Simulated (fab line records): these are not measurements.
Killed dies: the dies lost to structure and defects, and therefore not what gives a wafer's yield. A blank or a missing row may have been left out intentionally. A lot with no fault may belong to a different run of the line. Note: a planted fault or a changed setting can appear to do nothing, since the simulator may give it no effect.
fab line records | flow n5_finfet
[record] lots = 11 | wafers = 33 | last_day = 18
route steps=1938 shown DUMMY_REMOVAL@378 HKMG_FIN@388 PASSIVATION@1936
lots with no fault: from the same line, run without faults
start_h: hours from the record's first day to the start of the lot's first wafer shown | wait_h: time in hours since the lot's previous step | " repeats the value in the row above | L1.1+2: one row covering several wafers at once | - either no value or no given start | * or withheld: withheld | < > ~ a bound
route shown NAME@n: NAME is a module with steps in the file, n the number in the route of the first one | usual: mean/standard deviation of fault-free wafers | same: alike in all rows | chamber/n: place in a boat | sites: readings site by site | _std_site: how widely they spread, as a standard deviation | _edge_site: outer sites' mean less inner sites' | radius_mm: how far each site lies from the wafer's centre | mask NAME#n: copy n | behind: the last tool/chamber to shape the wafer | hold: cause of the lot's hold/its duration in hours/its outcome | device: whichever transistor did not switch (one of n, p or np) | end of line: tests run on the same wafers once the route is complete | a step without rows: its recipe alone | killed: count of dies lost to structure and defects at first sort (not the wafer's yield) | map: the dies of a wafer, with x for killed, . for not killed, _ for no die there
set.NAME: the setting that was run; set.NAME@STEP: the one run at that earlier step | model.NAME: the simulator's own value behind a step, which no gauge read
steps of the route over a sample of lots; a table a step, a row a wafer
services: when a tool's chamber went out of use (start_h, in hours from the record's first day, below 0 if earlier), for how many hours, and the reason
[[steps]]
[step N5_DUMMY_REMOVAL_STRIP_10]
[recipe] chemistry = N2/H2 | time_s = 40 | power_w = 100 | temp_c = 40 | pressure_mtorr = 100 | rf_frequency_hz = 6e+07 | bias_power_w = 3 | n2_flow_sccm = 300 | h2_flow_sccm = 300
[usual] bias_power_w = 2.999/0.0093 | drypump_motor_current_A = 5.9/0.42 | oes_product_au = 0.76/0.054 | rf_vpp_V = 45.4/0.91 | showerhead_plenum_p_Torr = 3.41/0.13 | throttle_valve_pct = 12.19/0.23
lot.wafer | tool        | chamber | start_h | wait_h | bias_power_w | drypump_motor_current_A | oes_product_au | rf_hours_counter_h | rf_vpp_V | showerhead_plenum_p_Torr | throttle_valve_pct
L338.3    | rie_diel-01 | 0       | 69.33   | 0.0    | 2.997        | 5.5                     | 0.88           | 37                 | 44.1     | 3.58                     | 12.04
L338.4    | "           | 2       | "       | "      | 2.986        | 6.4                     | 0.76           | 140                | 46.7     | 3.26                     | 12.02
L338.5    | "           | 0       | "       | "      | 3.001        | 5.5                     | 0.87           | -                  | 44.4     | 3.58                     | 12.05
L339.2    | rie_diel-05 | 3       | 78.82   | 0.0    | 2.985        | 5.8                     | 0.74           | 156                | 45.8     | 3.52                     | 12.34
L339.5    | "           | 2       | "       | "      | 3.007        | 5.6                     | 0.70           | -                  | 45.5     | 3.48                     | 12.40
L339.6    | "           | 1       | "       | "      | 3.001        | 6.1                     | 0.73           | -                  | 44.4     | 3.23                     | 11.99
L341.3    | rie_diel-01 | 2       | 101.11  | 0.0    | 3.001        | 6.4                     | 0.75           | 150                | 45.4     | 3.25                     | 12.06
L341.5    | "           | 2       | "       | "      | 2.998        | 6.4                     | 0.75           | -                  | 44.0     | 3.25                     | 12.06
L341.6    | "           | 1       | "       | "      | 3.018        | 6.3                     | 0.80           | -                  | 46.3     | 3.52                     | 11.79
L342.1    | rie_diel-01 | 0       | 101.33  | 0.0    | 3.014        | 5.5                     | 0.85           | 46                 | 45.6     | 3.58                     | 12.09
L342.2    | "           | 3       | "       | "      | 3.011        | 5.8                     | 0.74           | 174                | 46.1     | 3.50                     | 12.22
L342.5    | "           | 3       | "       | "      | 3.020        | 5.7                     | 0.74           | -                  | 45.3     | 3.50                     | 12.23
L348.1    | rie_diel-01 | 0       | 133.16  | 0.0    | 3.001        | 5.5                     | 0.83           | 57                 | 46.6     | 3.57                     | 12.10
L348.3    | "           | 2       | "       | "      | 2.999        | 6.4                     | 0.75           | 160                | 45.1     | 3.25                     | 12.07
L348.4    | "           | 1       | "       | "      | 2.984        | 6.3                     | 0.80           | 138                | 47.0     | 3.51                     | 11.80
L349.1    | rie_diel-06 | 2       | 138.64  | 0.0    | 3.000        | 6.4                     | 0.72           | 187                | 45.9     | 3.33                     | 12.14
L349.4    | "           | 3       | "       | "      | 2.999        | 6.3                     | 0.82           | 75                 | 48.0     | 3.43                     | 12.22
L349.6    | "           | 3       | "       | "      | 2.987        | 6.3                     | 0.82           | -                  | 45.1     | 3.43                     | 12.22
L350.1    | rie_diel-05 | 3       | 150.04  | 0.0    | 3.003        | 5.8                     | 0.73           | 177                | 45.8     | 3.51                     | 12.38
L350.3    | "           | 1       | "       | "      | 3.003        | 6.1                     | 0.72           | 208                | 44.9     | 3.22                     | 12.04
L350.5    | "           | 2       | "       | "      | 2.983        | 5.7                     | 0.69           | -                  | 46.2     | 3.46                     | 12.45
L352.1    | rie_diel-05 | 3       | 162.07  | 0.0    | 2.996        | 5.8                     | 0.73           | 181                | 44.5     | 3.50                     | 12.40
L352.3    | "           | 1       | "       | "      | 3.011        | 6.1                     | 0.71           | 212                | 44.5     | 3.22                     | 12.06
L352.4    | "           | 0       | "       | "      | 2.987        | 5.6                     | 0.76           | 129                | 45.6     | 3.25                     | 12.41
L356.2    | rie_diel-06 | 2       | 181.26  | 0.0    | 3.001        | 6.3                     | 0.71           | 199                | 44.8     | 3.33                     | 12.18
L356.3    | "           | 1       | "       | "      | 3.014        | 5.9                     | 0.86           | 41                 | 43.8     | 3.45                     | 12.07
L356.4    | "           | 3       | "       | "      | 2.997        | 6.3                     | 0.79           | 87                 | 43.3     | 3.43                     | 12.23
L357.1    | rie_diel-01 | 1       | 187.76  | 0.0    | 3.002        | 6.3                     | 0.78           | 155                | 46.4     | 3.51                     | 11.85
L357.3    | "           | 0       | "       | "      | 2.995        | 5.5                     | 0.82           | 75                 | 45.5     | 3.56                     | 12.16
L357.6    | "           | 0       | "       | "      | 3.004        | 5.5                     | 0.81           | -                  | 46.8     | 3.56                     | 12.16
L361.1    | rie_diel-01 | 1       | 206.59  | 0.0    | 3.002        | 6.3                     | 0.78           | 161                | 44.7     | 3.50                     | 11.86
L361.3    | "           | 2       | "       | "      | 3.002        | 6.4                     | 0.73           | 181                | 43.8     | 3.24                     | 12.12
L361.5    | "           | 0       | "       | "      | 3.005        | 5.5                     | 0.80           | -                  | 44.5     | 3.56                     | 12.17
[step N5_HKMG_FIN_ALD_74]
[recipe] material = La2O3 | target_thk_a = 5 | temp_c = 250 | ald_precursor_family = La-Cp | ald_co_reactant = O3 | pulse_time_s = 6 | co_reactant_pulse_time_s = 1 | purge_time_s = 3 | co_reactant_purge_time_s = 3
[usual] heater_power_w = 351/18 | precursor_pulse_height_rel = 1.001/0.02
[same] co_reactant_pulse_time_s = 1
lot.wafer | tool      | chamber | start_h | wait_h | heater_power_w | precursor_pulse_height_rel
L338.3    | ald_hk-03 | 1       | 70.25   | 0.1    | 310            | 0.982
L338.4    | "         | 2       | "       | "      | 363            | 1.027
L338.5    | "         | 0       | "       | "      | 326            | 0.994
L339.2    | ald_hk-02 | 1       | 80.06   | 0.2    | 339            | 1.002
L339.5    | "         | 3       | "       | "      | 380            | 1.000
L339.6    | "         | 2       | "       | "      | 345            | 0.993
L341.3    | ald_hk-01 | 1       | 102.05  | 0.1    | 370            | 1.008
L341.5    | "         | 0       | "       | "      | 361            | 0.971
L341.6    | "         | 3       | "       | "      | 358            | 0.974
L342.1    | ald_hk-03 | 2       | 102.45  | 0.2    | 372            | 1.006
L342.2    | "         | 0       | "       | "      | 334            | 0.991
L342.5    | "         | 2       | "       | "      | 362            | 0.994
L348.1    | ald_hk-02 | 1       | 134.29  | 0.2    | 336            | 0.996
L348.3    | "         | 0       | "       | "      | 352            | 1.023
L348.4    | "         | 3       | "       | "      | 372            | 0.992
L349.1    | ald_hk-02 | 0       | 139.56  | 0.2    | 357            | 0.948
L349.4    | "         | 3       | "       | "      | 369            | 0.976
L349.6    | "         | 0       | "       | "      | 363            | 1.015
L350.1    | ald_hk-02 | 2       | 151.17  | 0.2    | 350            | 0.992
L350.3    | "         | 0       | "       | "      | 370            | 1.033
L350.5    | "         | 3       | "       | "      | 368            | 1.012
L352.1    | ald_hk-03 | 0       | 163.08  | 0.2    | 324            | 1.035
L352.3    | "         | 3       | "       | "      | 339            | 1.002
L352.4    | "         | 2       | "       | "      | 363            | 0.975
L356.2    | ald_hk-01 | 0       | 182.28  | 0.2    | 365            | 0.989
L356.3    | "         | 1       | "       | "      | 377            | 0.962
L356.4    | "         | 2       | "       | "      | 340            | 0.996
L357.1    | ald_hk-01 | 3       | 188.71  | 0.2    | 370            | 0.988
L357.3    | "         | 2       | "       | "      | 332            | 1.004
L357.6    | "         | 1       | "       | "      | 364            | 0.989
L361.1    | ald_hk-02 | 1       | 207.51  | 0.2    | 344            | 1.015
L361.3    | "         | 2       | "       | "      | 350            | 1.014
L361.5    | "         | 2       | "       | "      | 341            | 0.984
[step N5_HKMG_FIN_ETCH_54]
[recipe] chemistry = CF4 | target = SiARC | target_depth_a = 455 | mask_material = CAR-ArF | time_s = 75.8 | ion_energy_ev = 80 | pressure_mtorr = 40 | source_w = 545 | bias_w = 36 | Ar_flow_sccm = 100 | cf4_flow_sccm = 100 | ends = cleared
[usual] drypump_motor_current_A = 5.8/0.5 | etch_rf_on_time_s = 75.8/1.8 | mfc_ar_sccm = 100.1/0.33 | oes_product_au = 0.64/0.066 | rf_vpp_V = 183.8/1.1 | showerhead_plenum_p_Torr = 2.12/0.068 | throttle_valve_pct = 15.62/0.19
lot.wafer | tool        | chamber | start_h | wait_h | drypump_motor_current_A | etch_rf_on_time_s | mfc_ar_sccm | oes_product_au | rf_hours_counter_h | rf_vpp_V | showerhead_plenum_p_Torr | throttle_valve_pct
L338.3    | rie_diel-04 | 1       | 70.79   | 0.0    | 6.3                     | 73.5              | 99.7        | 0.60           | 212                | 184.5    | 2.11                     | 15.56
L338.4    | "           | 0       | "       | "      | 6.7                     | 75.8              | 100.5       | 0.59           | -                  | 182.2    | 2.03                     | 15.91
L338.5    | "           | 1       | "       | "      | 6.3                     | 73.6              | 100.1       | 0.60           | -                  | 185.0    | 2.11                     | 15.54
L339.2    | rie_diel-02 | 2       | 80.62   | 0.0    | 5.2                     | 76.8              | 100.3       | 0.61           | 194                | 186.4    | 2.21                     | 15.87
L339.5    | "           | 3       | "       | "      | 5.6                     | 73.2              | 99.6        | 0.66           | -                  | 184.8    | 2.14                     | 15.51
L339.6    | "           | 2       | "       | "      | 5.2                     | 77.1              | 100.2       | 0.62           | -                  | 185.4    | 2.21                     | 15.86
L341.3    | rie_diel-03 | 1       | 102.63  | 0.0    | 5.3                     | 75.7              | 99.8        | 0.76           | 39                 | 183.9    | 2.18                     | 15.28
L341.5    | "           | 1       | "       | "      | 5.3                     | 76.4              | 99.7        | 0.75           | -                  | 184.1    | 2.18                     | 15.29
L341.6    | "           | 2       | "       | "      | 5.4                     | 75.0              | 99.7        | 0.72           | -                  | 183.7    | 2.16                     | 15.32
L342.1    | rie_diel-04 | 0       | 103.03  | 0.0    | 6.7                     | 75.7              | 100.1       | 0.59           | 227                | 183.1    | 2.03                     | 15.92
L342.2    | "           | 3       | "       | "      | 6.4                     | 75.3              | 100.2       | 0.82           | 6                  | 183.6    | 2.20                     | 15.54
L342.5    | "           | 1       | "       | "      | 6.3                     | 73.2              | 100.2       | 0.60           | -                  | 183.5    | 2.11                     | 15.56
L348.1    | rie_diel-04 | 2       | 135.15  | 0.0    | 5.6                     | 121.7             | 100.0       | 0.54           | 208                | 184.0    | 2.03                     | 15.77
L348.3    | "           | 3       | "       | "      | 6.4                     | 77.0              | 99.9        | 0.78           | 17                 | 185.5    | 2.19                     | 15.56
L348.4    | "           | 0       | "       | "      | 6.7                     | 76.9              | 100.1       | 0.58           | 238                | 182.9    | 2.03                     | 15.94
L349.1    | rie_diel-04 | 0       | 140.37  | 0.0    | 6.7                     | 75.3              | 100.5       | 0.58           | 241                | 181.6    | 2.02                     | 15.96
L349.4    | "           | 2       | "       | "      | 5.6                     | 119.9             | 99.8        | 0.53           | 211                | 182.9    | 2.03                     | 15.77
L349.6    | "           | 3       | "       | "      | 6.5                     | 75.9              | 100.1       | 0.78           | -                  | 185.0    | 2.19                     | 15.57
L350.1    | rie_diel-02 | 1       | 151.90  | 0.0    | 6.3                     | 76.5              | 100.4       | 0.61           | 205                | 183.8    | 2.21                     | 15.59
L350.3    | "           | 2       | "       | "      | 5.2                     | 76.4              | 100.0       | 0.61           | 220                | 186.3    | 2.20                     | 15.94
L350.5    | "           | 2       | "       | "      | 5.2                     | 76.3              | 99.8        | 0.61           | -                  | 184.0    | 2.20                     | 15.92
L352.1    | rie_diel-03 | 2       | 164.08  | 0.0    | 5.4                     | 74.8              | 99.5        | 0.69           | 93                 | 184.0    | 2.15                     | 15.38
L352.3    | "           | 1       | "       | "      | 5.3                     | 75.3              | 100.1       | 0.72           | 66                 | 183.2    | 2.17                     | 15.37
L352.4    | "           | 0       | "       | "      | 5.6                     | 72.6              | 100.0       | 0.64           | -                  | 183.4    | 2.13                     | 15.47
L356.2    | rie_diel-02 | 2       | 182.82  | 0.0    | 5.2                     | 76.3              | 99.9        | 0.60           | 230                | 184.8    | 2.20                     | 15.96
L356.3    | "           | 1       | "       | "      | 6.2                     | 77.0              | 99.9        | 0.60           | 214                | 184.1    | 2.21                     | 15.60
L356.4    | "           | 3       | "       | "      | 5.6                     | 72.0              | 99.9        | 0.64           | 174                | 183.1    | 2.13                     | 15.58
L357.1    | rie_diel-02 | 3       | 190.81  | 0.0    | 5.6                     | 72.0              | 100.8       | 0.64           | 176                | 184.2    | 2.13                     | 15.59
L357.3    | "           | 1       | "       | "      | 6.2                     | 76.5              | 100.7       | 0.61           | 217                | 184.4    | 2.21                     | 15.61
L357.6    | "           | 1       | "       | "      | 6.2                     | 76.5              | 99.9        | 0.61           | -                  | 183.7    | 2.21                     | 15.60
L361.1    | rie_diel-02 | 3       | 208.18  | 0.0    | 5.6                     | 73.2              | 99.7        | 0.63           | 183                | 183.6    | 2.13                     | 15.60
L361.3    | "           | 0       | "       | "      | 5.3                     | 76.8              | 100.5       | 0.59           | 212                | 182.3    | 2.04                     | 15.55
L361.5    | "           | 2       | "       | "      | 5.2                     | 76.5              | 100.2       | 0.59           | -                  | 185.3    | 2.20                     | 15.95
[step N5_HKMG_FIN_ALD_79]
[recipe] material = TiN | target_thk_a = 15 | temp_c = 400 | ald_precursor_family = TiCl4 | ald_co_reactant = NH3 | pulse_time_s = 1 | purge_time_s = 3 | co_reactant_purge_time_s = 2 | co_reactant_pulse_time_s = 2 | ald_cycles = 68 | pressure_torr = 3
[usual] heater_power_w = 843/74 | precursor_pulse_height_rel = 1.003/0.02
[same] co_reactant_pulse_time_s = 2
lot.wafer | tool         | chamber | start_h | wait_h | heater_power_w | precursor_pulse_height_rel
L338.3    | ald_metal-01 | 2       | 72.26   | 0.2    | 889            | 1.008
L338.4    | "            | 1       | "       | "      | 916            | 0.994
L338.5    | "            | 3       | "       | "      | 797            | 1.010
L339.2    | ald_metal-01 | 0       | 82.35   | 0.0    | 788            | 1.022
L339.5    | "            | 3       | "       | "      | 805            | 1.024
L339.6    | "            | 2       | "       | "      | 886            | 1.024
L341.3    | ald_metal-02 | 0       | 103.96  | 0.0    | 811            | 0.979
L341.5    | "            | 0       | "       | "      | 841            | 1.019
L341.6    | "            | 1       | "       | "      | 891            | 0.975
L342.1    | ald_metal-01 | 1       | 104.37  | 0.0    | 895            | 1.015
L342.2    | "            | 3       | "       | "      | 803            | 0.990
L342.5    | "            | 2       | "       | "      | 903            | 0.976
L348.1    | ald_metal-01 | 1       | 136.48  | 0.0    | 938            | 1.017
L348.3    | "            | 3       | "       | "      | 810            | 1.005
L348.4    | "            | 0       | "       | "      | 781            | 1.017
L349.1    | ald_metal-01 | 2       | 141.70  | 0.0    | 883            | 1.020
L349.4    | "            | 1       | "       | "      | 917            | 0.967
L349.6    | "            | 3       | "       | "      | 816            | 1.008
L350.1    | ald_metal-01 | 0       | 153.23  | 0.0    | 796            | 1.036
L350.3    | "            | 2       | "       | "      | 886            | 0.996
L350.5    | "            | 2       | "       | "      | 878            | 0.981
L352.1    | ald_metal-02 | 1       | 165.41  | 0.0    | 880            | 1.029
L352.3    | "            | 0       | "       | "      | 830            | 1.024
L352.4    | "            | 2       | "       | "      | 862            | 1.012
L356.2    | ald_metal-01 | 2       | 184.16  | 0.0    | 872            | 1.036
L356.3    | "            | 0       | "       | "      | 787            | 0.983
L356.4    | "            | 3       | "       | "      | 818            | 1.042
L357.1    | ald_metal-01 | 3       | 192.14  | 0.0    | 815            | 1.003
L357.3    | "            | 1       | "       | "      | 915            | 1.004
L357.6    | "            | 1       | "       | "      | 943            | 0.979
L361.1    | ald_metal-04 | 3       | 209.51  | 0.0    | 747            | 1.030
L361.3    | "            | 2       | "       | "      | 730            | 0.976
L361.5    | "            | 2       | "       | "      | 726            | 1.033
[step N5_PASSIVATION_PROBE_49]
[usual] killed_at_M0_to_M3 = 37/12 | killed_at_M4_up = 14/5.3 | killed_at_contacts = 12/6.2 | killed_at_front_end = 41/11 | killed_at_other = 3.7/2.9 | killed_dies = 107/17 | killed_open = 71/12 | killed_short = 34/7.9
[same] gross_dies = 1180 | killed_at_back_side = 0
lot.wafer | tool      | chamber | start_h | wait_h | killed_at_M0_to_M3 | killed_at_M4_up | killed_at_contacts | killed_at_front_end | killed_at_other | killed_dies | killed_open | killed_short
L342.1    | prober-01 | -       | 316.90  | 0.0    | 25                 | 19              | 7                  | 34                  | 1               | 86          | 56          | 29
L342.2    | prober-01 | -       | 316.95  | 0.1    | 35                 | 11              | 5                  | 42                  | 4               | 97          | 61          | 36
L342.5    | prober-01 | -       | 317.10  | 0.2    | 25                 | 11              | 2                  | 21                  | 1               | 60          | 40          | 19
L357.1    | prober-02 | -       | 395.21  | 0.0    | 39                 | 14              | 22                 | 43                  | 5               | 123         | 92          | 31
L357.3    | prober-02 | -       | 395.31  | 0.1    | 44                 | 21              | 22                 | 48                  | 2               | 137         | 92          | 43
L357.6    | prober-02 | -       | 395.46  | 0.3    | 37                 | 20              | 19                 | 40                  | 1               | 117         | 77          | 36
// killed by level:class
L342.1 FIN_SAQP:geometric_particle:short=7 BEOL_M1:geometric_particle:open=7 BEOL_M4:geometric_particle:open=7 STI_FIN_REVEAL:geometric_particle:open=6 BEOL_M3:geometric_particle:open=6 MOL_CONTACT_COAG:geometric_particle:short=5 GATE_CUT:geometric_particle:short=4 BEOL_M2:geometric_particle:open=4
L342.2 BEOL_M0_SAQP:geometric_particle:open=14 FIN_SAQP:geometric_particle:short=12 FIN_SAQP:geometric_particle:open=9 BEOL_M0_SAQP:geometric_particle:short=7 BEOL_M7:geometric_particle:open=6 DUMMY_GATE:geometric_particle:open=5 BEOL_M0:geometric_particle:open=4 FIN_CUT:geometric_particle:open=3
L342.5 BEOL_M2:geometric_particle:open=10 FIN_SAQP:geometric_particle:open=7 FIN_SAQP:geometric_particle:short=5 BEOL_M4:geometric_particle:open=5 BEOL_M3:geometric_particle:open=4 BEOL_M1:geometric_particle:open=4 BEOL_M0_SAQP:geometric_particle:short=3 BEOL_M1:geometric_particle:short=3
L357.1 STI_FIN_REVEAL:geometric_particle:open=21 MOL_CONTACT_COAG:geometric_particle:open=19 BEOL_M0_SAQP:geometric_particle:open=11 BEOL_M2:geometric_particle:open=8 FIN_SAQP:geometric_particle:open=7 BEOL_M4:geometric_particle:open=7 BEOL_M3:geometric_particle:open=6 STI_FIN_REVEAL:geometric_particle:short=4
L357.3 STI_FIN_REVEAL:geometric_particle:open=20 MOL_CONTACT_COAG:geometric_particle:open=19 BEOL_M0_SAQP:geometric_particle:short=9 BEOL_M0_SAQP:geometric_particle:open=9 BEOL_M1:geometric_particle:open=9 BEOL_M4:geometric_particle:open=9 BEOL_M4:geometric_particle:short=9 FIN_SAQP:geometric_particle:short=7
L357.6 FIN_SAQP:geometric_particle:open=14 MOL_CONTACT_COAG:geometric_particle:open=14 BEOL_M4:geometric_particle:open=11 BEOL_M0_SAQP:geometric_particle:open=8 BEOL_M2:geometric_particle:open=8 BEOL_M2:geometric_particle:short=6 BEOL_M0_SAQP:geometric_particle:short=6 STI_FIN_REVEAL:geometric_particle:open=5
[[services]]
tool         | chamber | start_h | hours | kind
ald_hk-03    | -       | 56.98   | 1.0   | repair
rie_diel-04  | 3       | 64.18   | -     | clean
rie_diel-04  | 3       | 64.18   | -     | consumable_replace:focus_ring
rie_diel-04  | 3       | 64.18   | 21.7  | scheduled_down
rie_diel-04  | 3       | 64.18   | 21.7  | vent_cycle
rie_diel-03  | 0       | 64.56   | 13.4  | repair
rie_diel-02  | 0       | 79.64   | 8.6   | repair
rie_diel-02  | 1       | 79.64   | 3.7   | repair
ald_hk-01    | -       | 79.66   | 1.1   | repair
ald_hk-01    | -       | 87.70   | 2.8   | pm
rie_diel-06  | 3       | 91.32   | 4.9   | repair
ald_hk-01    | -       | 111.97  | 0.5   | repair
ald_metal-04 | -       | 118.44  | 2.8   | pm
ald_metal-01 | 3       | 119.98  | 5.4   | repair
rie_diel-06  | 2       | 124.88  | 3.2   | repair
ald_metal-02 | 3       | 130.22  | 107.3 | repair
rie_diel-02  | -       | 145.40  | 4.3   | pm
ald_hk-01    | -       | 149.55  | 1.6   | repair
rie_diel-05  | 0       | 157.45  | 2.8   | repair
rie_diel-02  | -       | 163.03  | 3.2   | repair
ald_hk-03    | -       | 174.19  | 8.7   | pm
rie_diel-03  | 3       | 189.80  | 9.6   | repair
rie_diel-06  | 2       | 201.30  | 23.7  | repair
rie_diel-06  | 3       | 202.27  | 7.3   | repair
[[key]]
[first_sign] step = N5_HKMG_FIN_ETCH_54 | reading = etch_rf_on_time_s | direction = up | sigmas = 24 | usual = * | struck = *
effect none on later readings
met_at N5_HKMG_FIN_ETCH_54
struck_lots L348,L349
struck_wafers L348.1,L349.4
tester_left_out L348,L349
not_acting_at N5_DUMMY_REMOVAL_STRIP_10,N5_HKMG_FIN_ALD_74,N5_HKMG_FIN_ALD_79
[fault] kind = process_parameter_drift | tool = rie_diel-04 | chamber = 2 | onset_h = 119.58 | steps = N5_HKMG_FIN_ETCH_54 | channel = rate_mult | offset = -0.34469 | shape = step
// tester_left_out: of these lots the tester's yield and bins aren't shown, on N5 and GAA mostly nor the transistor test; their killed dies are dies lost to structure and defects alone, not to doping, threshold or leakage, so they don't give the yield
